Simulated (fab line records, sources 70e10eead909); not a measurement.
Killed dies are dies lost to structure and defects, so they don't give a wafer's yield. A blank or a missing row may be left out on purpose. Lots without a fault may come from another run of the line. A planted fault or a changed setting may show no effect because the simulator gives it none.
fab line records | flow nand_harc
record lots=6 wafers=18 last_day=25
route steps=1159 shown THIN_TSV@1118 END@1159
lots that met no fault: from a run of the same line without faults
start_h: hours from the record's first day to the start of the lot's first wafer shown | wait_h: hours since the lot's step before | " the same as in the row above | L1.1+2: a row that stands for several wafers | - no value, or no start given | * or withheld: withheld | < > ~ a bound
route shown NAME@n: a module of which the file shows steps, and the number in the route of the first | usual: mean/standard deviation of fault-free wafers | same: alike in all rows | chamber/n: place in a boat | sites: the reading at each site | _std_site: their standard deviation | _edge_site: outer sites' mean less inner sites' | radius_mm: how far each site lies from the wafer's centre | mask NAME#n: copy n | behind: the tool/chamber that last shaped the wafer | hold: why the lot was held/for how many hours/how that ended | device: the transistor (n, p or np) that didn't switch | end of line: the same wafers' tests at the end of the route | a step without rows: its recipe alone | killed: dies lost to structure and defects at the first sort, not the wafer's yield | map: a wafer's dies, x killed, . not, _ none there
set.NAME: the setting as run; set.NAME@STEP: as run at that earlier step | model.NAME: the simulator's own value behind a step, which no gauge read
lots at some steps of the route; a table a step, a row a wafer
services: from which hour (start_h, from the record's first day; less than 0 if before it) a tool's chamber was out of use, for how many hours, and why
## steps
# step NHARC_THIN_TSV_DESCUM_14
# recipe time_s=3 o2_flow_sccm=200 ar_flow_sccm=0 bias_power_w=0 chemistry=O2
# step NHARC_THIN_TSV_ETCH_44
# recipe target_depth_a=15942 time_s=797.1 cf4_flow_sccm=150 o2_flow_sccm=10 ar_flow_sccm=0 rf_w=300 bias_w=800 chemistry=CF4/O2
# step NHARC_THIN_TSV_ETCH_15
# recipe target_depth_a=30000 bosch_target_overetch_cycles=2 bosch_etch_step_s=2.8 bosch_dep_step_s=1.2 bosch_cycles=14
# step NHARC_THIN_TSV_CD_MEAS_16
# usual cd_nm=999.9/2.3
# columns lot.wafer tool chamber start_h wait_h cd_nm
L388.2 cd_sem-02 - 435.16 0.1 999.2
L388.4 " - " " 1000.4
L388.5 " - " " 1002.7
L391.2 cd_sem-01 - 461.57 0.1 1000.5
L391.5 " - " " 998.8
L391.6 " - " " 999.9
L396.2 cd_sem-03 - 499.62 0.1 1000.6
L396.5 " - " " 998.2
L396.6 " - " " 995.9
L397.1 cd_sem-02 - 500.96 0.1 999.7
L397.2 " - " " 1001.5
L397.5 " - " " 997.3
L406.3 cd_sem-02 - 553.23 0.1 1001.4
L406.5 " - " " 1000.5
L406.6 " - " " 994.5
L408.3 cd_sem-01 - 563.43 0.1 1002.2
L408.4 " - " " 1001.1
L408.6 " - " " 1000.5
# step NHARC_THIN_TSV_STRIP_45
# recipe power_w=1500 temp_c=250 chemistry=O2
# usual drypump_motor_current_A=5.66/0.28 heater_power_w=335/32
# columns lot.wafer tool chamber start_h wait_h drypump_motor_current_A heater_power_w rf_hours_counter_h
L388.2 plasma_asher-02 1 435.23 0.1 5.88 321 24
L388.4 " 1 " " 5.86 312 -
L388.5 " 1 " " 5.83 310 -
L391.2 plasma_asher-02 0 461.64 0.1 5.88 310 35
L391.6 " 0 " " 5.90 302 -
L391.5 " 1 " " 5.89 310 -
L396.2 plasma_asher-02 0 499.75 0.1 5.87 298 45
L396.6 " 1 " " 5.89 317 -
L396.5 " 0 " " 5.88 297 -
L397.1 plasma_asher-02 0 501.04 0.1 5.86 303 45
L397.2 " 1 " " 5.87 317 45
L397.5 " 0 " " 5.86 306 -
L406.3 plasma_asher-02 0 553.39 0.2 5.87 296 -
L406.6 " 0 " " 5.86 297 -
L406.5 " 1 " " 5.88 320 -
L408.3 plasma_asher-01 1 563.61 0.2 5.18 379 -
L408.4 " 0 " " 5.48 360 -
L408.6 " 0 " " 5.47 367 -
# step NHARC_THIN_TSV_STRIP_46
# recipe time_s=1200 temp_c=72.5 chemistry=post_etch_residue_remover
# step NHARC_THIN_TSV_DEP_47
# recipe target_thk_a=2000 temp_c=withheld pressure_torr=6.5 rf_w=900 teos_flow_sccm=161.4 flow_sccm=2650 target_thk_nm=200 gas=O2 material=SiO2
# usual throttle_valve_pct=16.1/0.41
# columns lot.wafer tool chamber start_h wait_h throttle_valve_pct
L388.2 pecvd-04 2 436.08 - 16.5
L388.5 " 2 " " 16.4
L388.4 " 0 " " 15.8
L391.2 pecvd-02 1 462.48 - 16.2
L391.6 " 0 " " 16.0
L391.5 " 1 " " 16.0
L396.2 pecvd-03 1 500.85 - 16.1
L396.5 " 2 " " 16.0
L396.6 " 1 " " 16.1
L397.2 pecvd-03 1 501.89 - 15.8
L397.1 " 2 " " 16.0
L397.5 " 2 " " 16.0
L406.3 pecvd-04 0 554.15 - 16.0
L406.6 " 2 " " 16.8
L406.5 " 0 " " 15.8
L408.3 pecvd-02 0 564.37 - 16.2
L408.6 " 2 " " 16.2
L408.4 " 1 " " 16.4
# step NHARC_THIN_TSV_ETCHBACK_48
# recipe target_depth_a=10285 over_etch_frac=0.3 time_s=405.17 ion_energy_ev=250 c4f8_flow_sccm=withheld ar_flow_sccm=withheld rf_w=600 bias_w=300 chemistry=C4F8/Ar
# step NHARC_THIN_TSV_STRIP_62
# recipe power_w=1500 temp_c=250 time_s=20 chemistry=N2/H2
# usual drypump_motor_current_A=5.63/0.29 heater_power_w=338/31
# columns lot.wafer tool chamber start_h wait_h drypump_motor_current_A heater_power_w rf_hours_counter_h
L388.2 plasma_asher-01 0 436.79 - 5.47 372 51
L388.4 " 0 " " 5.46 373 -
L388.5 " 0 " " 5.48 370 -
L391.2 plasma_asher-02 1 463.24 - 5.88 315 36
L391.5 " 1 " " 5.87 314 -
L391.6 " 0 " " 5.88 301 -
L396.2 plasma_asher-01 0 501.53 - 5.49 371 15
L396.6 " 0 " " 5.50 365 -
L396.5 " 1 " " 5.22 379 -
L397.1 plasma_asher-02 1 502.59 - 5.87 324 45
L397.2 " 0 " " 5.88 313 45
L397.5 " 0 " " 5.93 299 -
L406.3 plasma_asher-02 0 555.62 - 5.93 296 -
L406.5 " 0 " " 5.88 297 -
L406.6 " 1 " " 5.90 325 -
L408.4 plasma_asher-02 0 565.12 - 5.91 301 -
L408.3 " 1 " " 5.86 321 -
L408.6 " 1 " " 5.86 318 -
# step NHARC_THIN_TSV_DEGAS_49
# recipe temp_c=300 time_s=120
# usual heater_power_w=451/38
# columns lot.wafer tool chamber start_h wait_h heater_power_w
L388.2 pvd_sputter-02 - 436.97 0.2 460
L388.4 " - " " 397
L388.5 " - " " 470
L391.2 pvd_sputter-01 - 463.43 0.2 448
L391.5 " - " " 486
L391.6 " - " " 436
L396.2 pvd_sputter-01 - 501.72 0.2 451
L396.5 " - " " 486
L396.6 " - " " 460
L397.1 pvd_sputter-02 - 502.78 0.2 483
L397.2 " - " " 388
L397.5 " - " " 391
L406.3 pvd_sputter-02 - 555.77 0.1 445
L406.5 " - " " 381
L406.6 " - " " 477
L408.4 pvd_sputter-02 - 565.25 0.1 461
L408.3 " - " " 404
L408.6 " - " " 483
# step NHARC_THIN_TSV_PRE_CLEAN_50
# recipe time_s=30 temp_c=280 gas=H2/He
# step NHARC_THIN_TSV_PVD_19
# recipe target_thk_a=200 chamber_pressure_pa=5 material=TaN
# usual chamber_pressure_pa=5.001/0.01 throttle_valve_pct=30.3/0.87
# columns lot.wafer tool chamber start_h wait_h chamber_pressure_pa throttle_valve_pct
L388.4 pvd_sputter-02 - - - 4.993 30.1
L388.2 " - " " 5.012 30.2
L388.5 " - " " 4.998 31.0
L391.2 pvd_sputter-01 - - - 5.003 30.9
L391.6 " - " " 4.992 30.9
L391.5 " - " " 5.012 32.1
L396.2 pvd_sputter-01 - - - 4.983 30.0
L396.5 " - " " 5.003 29.2
L396.6 " - " " 5.010 30.9
L397.2 pvd_sputter-02 - - - 5.016 28.8
L397.1 " - " " 4.987 30.2
L397.5 " - " " 4.999 30.2
L406.3 pvd_sputter-02 - - - 5.002 30.0
L406.5 " - " " 5.015 30.9
L406.6 " - " " 5.008 30.3
L408.3 pvd_sputter-02 - - - 4.996 30.0
L408.4 " - " " 4.984 28.9
L408.6 " - " " 4.997 30.2
# step NHARC_THIN_TSV_PVD_51
# recipe target_thk_a=1000 chamber_pressure_pa=5 material=Cu
# usual chamber_pressure_pa=5.000/0.011 throttle_valve_pct=30.3/0.83
# columns lot.wafer tool chamber start_h wait_h chamber_pressure_pa throttle_valve_pct
L388.2 pvd_sputter-02 - 437.37 - 5.004 30.0
L388.4 " - " " 5.018 28.9
L388.5 " - " " 5.010 30.3
L391.2 pvd_sputter-01 - 463.73 - 4.991 29.3
L391.6 " - " " 4.996 30.9
L391.5 " - " " 4.976 32.6
L396.2 pvd_sputter-01 - 502.01 - - -
L396.6 " - " " - -
L396.5 " - " " - -
L397.2 pvd_sputter-02 - 503.06 - - -
L397.1 " - " " - -
L397.5 " - " " - -
L406.3 pvd_sputter-02 - 556.04 - 4.991 29.1
L406.5 " - " " 5.019 30.1
L406.6 " - " " 4.996 29.0
L408.4 pvd_sputter-02 - 565.53 - 5.003 30.7
L408.3 " - " " 4.999 30.2
L408.6 " - " " 5.010 30.9
# step NHARC_THIN_TSV_ECD_20
# recipe target_thk_a=20000 material=Cu
# step NHARC_END_SORT_01
# recipe temp_c=25
# usual defect_limited_yield=95.7/1.4 killed_at_array=25/9.2 killed_at_other=0.9/1.3 killed_at_periphery=3.3/2.3 killed_dies=29/9.6 killed_open=3.2/1.8 killed_short=2/1.4 sort_bin_2_pct=1.3/0.65 sort_bin_3_pct=0.25/0.21 sort_bin_4_pct=2.8/0.9 sort_n_pass=648/9.6 sort_rim_yield_pct=94/3 sort_yield_pct=95.7/1.4
# same gross_dies=677 sort_bin_5_pct[%]=0 sort_bin_6_pct[%]=0 sort_bin_7_pct[%]=0 sort_bin_8_pct[%]=0 sort_rim_n_gross=106.00
# columns lot.wafer tool chamber start_h wait_h defect_limited_yield[%] killed_at_array killed_at_other killed_at_periphery killed_dies killed_open killed_short sort_bin_2_pct[%] sort_bin_3_pct[%] sort_bin_4_pct[%] sort_n_pass sort_rim_yield_pct[%] sort_yield_pct[%]
L388.2 prober-02 0 456.57 2.8 95.6 30 0 0 30 3 1 1.5 0.15 2.8 647 92 95.6
L388.4 prober-02 0 458.16 3.4 96.3 22 1 2 25 2 2 1.0 0.15 2.5 652 96 96.3
L388.5 prober-02 0 458.95 3.7 95.4 29 0 2 31 3 3 1.2 0 3.4 646 92 95.4
L391.2 prober-01 0 476.28 2.8 97.3 17 0 1 18 2 0 0.9 0.15 1.6 659 97 97.3
L391.5 prober-01 0 478.65 3.7 94.1 35 1 4 40 7 1 1.8 0.30 3.8 637 94 94.1
L391.6 prober-01 0 479.44 4.0 96.5 16 0 8 24 5 2 0.9 0 2.7 653 95 96.5
L396.2 prober-02 0 513.06 2.8 0 45 625 7 677 0 2 93.6 0.30 6.1 0 0 0
L396.5 prober-02 0 515.47 3.7 0 51 622 4 677 2 3 94.8 0.59 4.6 0 0 0
L396.6 prober-02 0 516.28 4.0 0 33 635 9 677 3 3 95.3 0.74 4.0 0 0 0
L397.1 prober-02 0 520.08 2.5 0 29 641 7 677 2 4 96.3 0.15 3.5 0 0 0
L397.2 prober-02 0 520.87 2.8 0 28 647 2 677 2 2 96.8 0.30 3.0 0 0 0
L397.5 prober-02 0 523.25 3.7 0 28 645 4 677 1 1 96.8 0.15 3.1 0 0 0
L408.3 prober-02 0 592.10 3.1 97.3 16 0 2 18 4 1 0.3 0 2.4 659 96 97.3
L408.4 prober-02 0 592.90 3.4 96.6 20 1 2 23 2 4 0.9 0.15 2.4 654 96 96.6
L408.6 prober-02 0 594.50 4.0 96.5 23 0 1 24 1 1 1.0 0.44 2.1 653 94 96.5
# killed by level:class
L388.2 A_SLIT:chamber_film_flake=9 A_STAIRCASE:chamber_film_flake=6 A_CONTACT:chamber_film_flake=6 A_CHANNEL_FILL_D1:chamber_film_flake=3 A_CHANNEL_HOLE_D1:chamber_film_flake=2 A_ONON_D1:geometric_particle:open=1 A_CHANNEL_FILL_D1:geometric_particle:short=1 A_CHANNEL_FILL_D1:geometric_particle:open=1
L388.4 A_SLIT:chamber_film_flake=7 A_CONTACT:chamber_film_flake=5 A_STAIRCASE:chamber_film_flake=4 A_WL_FILL:chamber_film_flake=2 P_M0:geometric_particle:open=1 A_ONON_D1:geometric_particle:short=1 A_CHANNEL_FILL_D1:geometric_particle:short=1 A_WL_FILL:geometric_particle:open=1
L388.5 A_SLIT:chamber_film_flake=7 A_CONTACT:chamber_film_flake=5 A_CHANNEL_FILL_D1:chamber_film_flake=4 A_STAIRCASE:chamber_film_flake=4 A_CHANNEL_HOLE_D1:chamber_film_flake=2 A_WL_FILL:chamber_film_flake=2 P_CONTACT:geometric_particle:open=1 P_M2:geometric_particle:open=1
L391.2 A_CHANNEL_HOLE_D1:chamber_film_flake=11 A_STAIRCASE:chamber_film_flake=3 A_ONON_D1:geometric_particle:open=1 A_WL_FILL:geometric_particle:open=1 P_STI:chamber_film_flake=1 A_CONTACT:chamber_film_flake=1
L391.5 A_CHANNEL_HOLE_D1:chamber_film_flake=23 A_STAIRCASE:chamber_film_flake=6 A_M0:geometric_particle:open=2 A_CONTACT:chamber_film_flake=2 P_CONTACT:geometric_particle:open=1 P_M0:geometric_particle:open=1 P_M1:geometric_particle:open=1 A_ONON_D1:geometric_particle:open=1
L391.6 A_CHANNEL_HOLE_D1:chamber_film_flake=9 P_STI:chamber_film_flake=3 A_WL_FILL:geometric_particle:open=2 P_GATE:chamber_film_flake=2 P_STI:geometric_particle:short=1 P_M0:geometric_particle:open=1 A_ONON_D1:geometric_particle:short=1 A_CHANNEL_FILL_D1:geometric_particle:open=1
L396.2 THIN_TSV:area_pvd=625 A_CHANNEL_HOLE_D1:chamber_film_flake=24 A_SLIT:chamber_film_flake=10 P_CONTACT:chamber_film_flake=7 A_STAIRCASE:chamber_film_flake=6 A_M0:chamber_film_flake=2 A_CHANNEL_HOLE_D1:geometric_particle:short=1 A_WL_FILL:geometric_particle:short=1
L396.5 THIN_TSV:area_pvd=622 A_CHANNEL_HOLE_D1:chamber_film_flake=18 A_SLIT:chamber_film_flake=13 A_STAIRCASE:chamber_film_flake=10 P_CONTACT:chamber_film_flake=3 A_CONTACT:chamber_film_flake=2 A_BONDPAD:chamber_film_flake=2 P_M0:geometric_particle:short=1
L396.6 THIN_TSV:area_pvd=635 A_CHANNEL_HOLE_D1:chamber_film_flake=10 P_CONTACT:chamber_film_flake=8 A_SLIT:chamber_film_flake=7 A_STAIRCASE:chamber_film_flake=6 A_BLC:geometric_particle:open=2 A_M0:chamber_film_flake=2 A_CONTACT:chamber_film_flake=2
L397.1 THIN_TSV:area_pvd=640 A_CHANNEL_HOLE_D1:chamber_film_flake=17 P_ZERO_WELL:chamber_film_flake=4 P_GATE:chamber_film_flake=2 A_STAIRCASE:chamber_film_flake=2 A_WL_FILL:chamber_film_flake=2 A_CONTACT:chamber_film_flake=2 P_BONDPAD:geometric_particle:open=1
L397.2 THIN_TSV:area_pvd=647 A_CHANNEL_HOLE_D1:chamber_film_flake=18 P_ZERO_WELL:chamber_film_flake=2 A_CONTACT:chamber_film_flake=2 A_SOURCE_PLATE:geometric_particle:open=1 A_SOURCE_PLATE:geometric_particle:short=1 A_ONON_D1:geometric_particle:short=1 A_CHANNEL_FILL_D1:geometric_particle:open=1
L397.5 THIN_TSV:area_pvd=645 A_CHANNEL_HOLE_D1:chamber_film_flake=17 A_ZERO_WELL:chamber_film_flake=4 A_CONTACT:chamber_film_flake=3 P_GATE:chamber_film_flake=2 A_BLC:geometric_particle:open=1 A_BLC:geometric_particle:short=1 P_ZERO_WELL:chamber_film_flake=1
L408.3 A_CONTACT:chamber_film_flake=5 A_ZERO_WELL:chamber_film_flake=2 A_CHANNEL_HOLE_D1:chamber_film_flake=2 A_CHANNEL_FILL_D1:chamber_film_flake=2 P_CONTACT:geometric_particle:open=1 P_M2:geometric_particle:open=1 A_CHANNEL_FILL_D1:geometric_particle:open=1 A_WL_FILL:geometric_particle:open=1
L408.4 A_CHANNEL_HOLE_D1:chamber_film_flake=9 A_CONTACT:chamber_film_flake=3 A_CHANNEL_FILL_D1:geometric_particle:short=2 A_WL_FILL:chamber_film_flake=2 P_M1:geometric_particle:short=1 A_WL_FILL:geometric_particle:short=1 A_CONTACT:geometric_particle:open=1 P_ZERO_WELL:chamber_film_flake=1
L408.6 A_CONTACT:chamber_film_flake=8 A_CHANNEL_HOLE_D1:chamber_film_flake=7 A_STAIRCASE:chamber_film_flake=2 A_WL_FILL:chamber_film_flake=2 A_CHANNEL_FILL_D1:geometric_particle:short=1 A_M0:geometric_particle:open=1 P_ZERO_WELL:chamber_film_flake=1 A_CHANNEL_FILL_D1:chamber_film_flake=1
# map L396.2 (x killed, . not)
____________x____________
_________xxxxxxx_________
_______xxxxxxxxxxx_______
______xxxxxxxxxxxxx______
_____xxxxxxxxxxxxxxx_____
____xxxxxxxxxxxxxxxxx____
____xxxxxxxxxxxxxxxxx____
___xxxxxxxxxxxxxxxxxxx___
___xxxxxxxxxxxxxxxxxxx___
__xxxxxxxxxxxxxxxxxxxxx__
__xxxxxxxxxxxxxxxxxxxxx__
_xxxxxxxxxxxxxxxxxxxxxxx_
_xxxxxxxxxxxxxxxxxxxxxxx_
_xxxxxxxxxxxxxxxxxxxxxxx_
_xxxxxxxxxxxxxxxxxxxxxxx_
_xxxxxxxxxxxxxxxxxxxxxxx_
xxxxxxxxxxxxxxxxxxxxxxxxx
xxxxxxxxxxxxxxxxxxxxxxxxx
xxxxxxxxxxxxxxxxxxxxxxxxx
xxxxxxxxxxxxxxxxxxxxxxxxx
xxxxxxxxxxxxxxxxxxxxxxxxx
_xxxxxxxxxxxxxxxxxxxxxxx_
_xxxxxxxxxxxxxxxxxxxxxxx_
_xxxxxxxxxxxxxxxxxxxxxxx_
_xxxxxxxxxxxxxxxxxxxxxxx_
_xxxxxxxxxxxxxxxxxxxxxxx_
__xxxxxxxxxxxxxxxxxxxxx__
__xxxxxxxxxxxxxxxxxxxxx__
___xxxxxxxxxxxxxxxxxxx___
___xxxxxxxxxxxxxxxxxxx___
____xxxxxxxxxxxxxxxxx____
____xxxxxxxxxxxxxxxxx____
_____xxxxxxxxxxxxxxx_____
______xxxxxxxxxxxxx______
_______xxxxxxxxxxx_______
_________xxxxxxx_________
____________x____________
# map L397.1 (x killed, . not)
____________x____________
_________xxxxxxx_________
_______xxxxxxxxxxx_______
______xxxxxxxxxxxxx______
_____xxxxxxxxxxxxxxx_____
____xxxxxxxxxxxxxxxxx____
____xxxxxxxxxxxxxxxxx____
___xxxxxxxxxxxxxxxxxxx___
___xxxxxxxxxxxxxxxxxxx___
__xxxxxxxxxxxxxxxxxxxxx__
__xxxxxxxxxxxxxxxxxxxxx__
_xxxxxxxxxxxxxxxxxxxxxxx_
_xxxxxxxxxxxxxxxxxxxxxxx_
_xxxxxxxxxxxxxxxxxxxxxxx_
_xxxxxxxxxxxxxxxxxxxxxxx_
_xxxxxxxxxxxxxxxxxxxxxxx_
xxxxxxxxxxxxxxxxxxxxxxxxx
xxxxxxxxxxxxxxxxxxxxxxxxx
xxxxxxxxxxxxxxxxxxxxxxxxx
xxxxxxxxxxxxxxxxxxxxxxxxx
xxxxxxxxxxxxxxxxxxxxxxxxx
_xxxxxxxxxxxxxxxxxxxxxxx_
_xxxxxxxxxxxxxxxxxxxxxxx_
_xxxxxxxxxxxxxxxxxxxxxxx_
_xxxxxxxxxxxxxxxxxxxxxxx_
_xxxxxxxxxxxxxxxxxxxxxxx_
__xxxxxxxxxxxxxxxxxxxxx__
__xxxxxxxxxxxxxxxxxxxxx__
___xxxxxxxxxxxxxxxxxxx___
___xxxxxxxxxxxxxxxxxxx___
____xxxxxxxxxxxxxxxxx____
____xxxxxxxxxxxxxxxxx____
_____xxxxxxxxxxxxxxx_____
______xxxxxxxxxxxxx______
_______xxxxxxxxxxx_______
_________xxxxxxx_________
____________x____________
## services
# columns tool chamber start_h hours kind
pvd_sputter-01 - 420.15 4.5 repair
pecvd-02 2 447.01 11.5 repair
plasma_asher-01 - 453.14 9.0 pm
plasma_asher-01 0 453.14 9.0 vent_cycle
plasma_asher-01 1 453.14 9.0 vent_cycle
plasma_asher-01 0 462.14 - clean
plasma_asher-01 1 462.14 - clean
plasma_asher-02 - 465.39 0.8 repair
plasma_asher-02 - 468.85 7.8 repair
pecvd-03 - 473.29 13.0 pm
pecvd-03 0 473.29 13.0 vent_cycle
pecvd-03 1 473.29 13.0 vent_cycle
pecvd-03 2 473.29 13.0 vent_cycle
plasma_asher-02 - 476.75 1.5 repair
plasma_asher-01 - 502.44 7.2 repair
pvd_sputter-01 - 515.20 10.0 pm
pecvd-02 - 515.39 13.0 pm
plasma_asher-02 - 537.03 9.0 pm
plasma_asher-02 0 537.03 9.0 vent_cycle
plasma_asher-02 1 537.03 9.0 vent_cycle
plasma_asher-02 0 546.03 - clean
plasma_asher-02 1 546.03 - clean
pvd_sputter-01 - 553.30 3.9 repair
pecvd-04 - 557.77 13.0 pm
## key
first_sign step=NHARC_THIN_TSV_PVD_51 reading=tool_record direction=missing
effect step=NHARC_END_SORT_01 reading=killed_at_other direction=up sigmas=99+ usual=0.9 struck=635.8
more_kills_born_at NHARC_THIN_TSV_PVD_51@pvd_sputter-02=1932 NHARC_THIN_TSV_PVD_51@pvd_sputter-01=1882
met_at NHARC_THIN_TSV_PVD_51
struck_wafers L396.2,L396.5,L396.6,L397.1,L397.2,L397.5
later_rows_left_out L396.2,L396.5,L396.6,L397.1,L397.2,L397.5
onset_between 463.73 502.01
fault kind=skipped_step_whole tool=pvd_sputter-01,pvd_sputter-02 chamber=- onset_h=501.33 steps=NHARC_THIN_TSV_PVD_51 scope=struck_lots_only
# later_rows_left_out: the simulator's readings of these wafers behind a module that went badly wrong aren't trusted and aren't shown, but for the sort
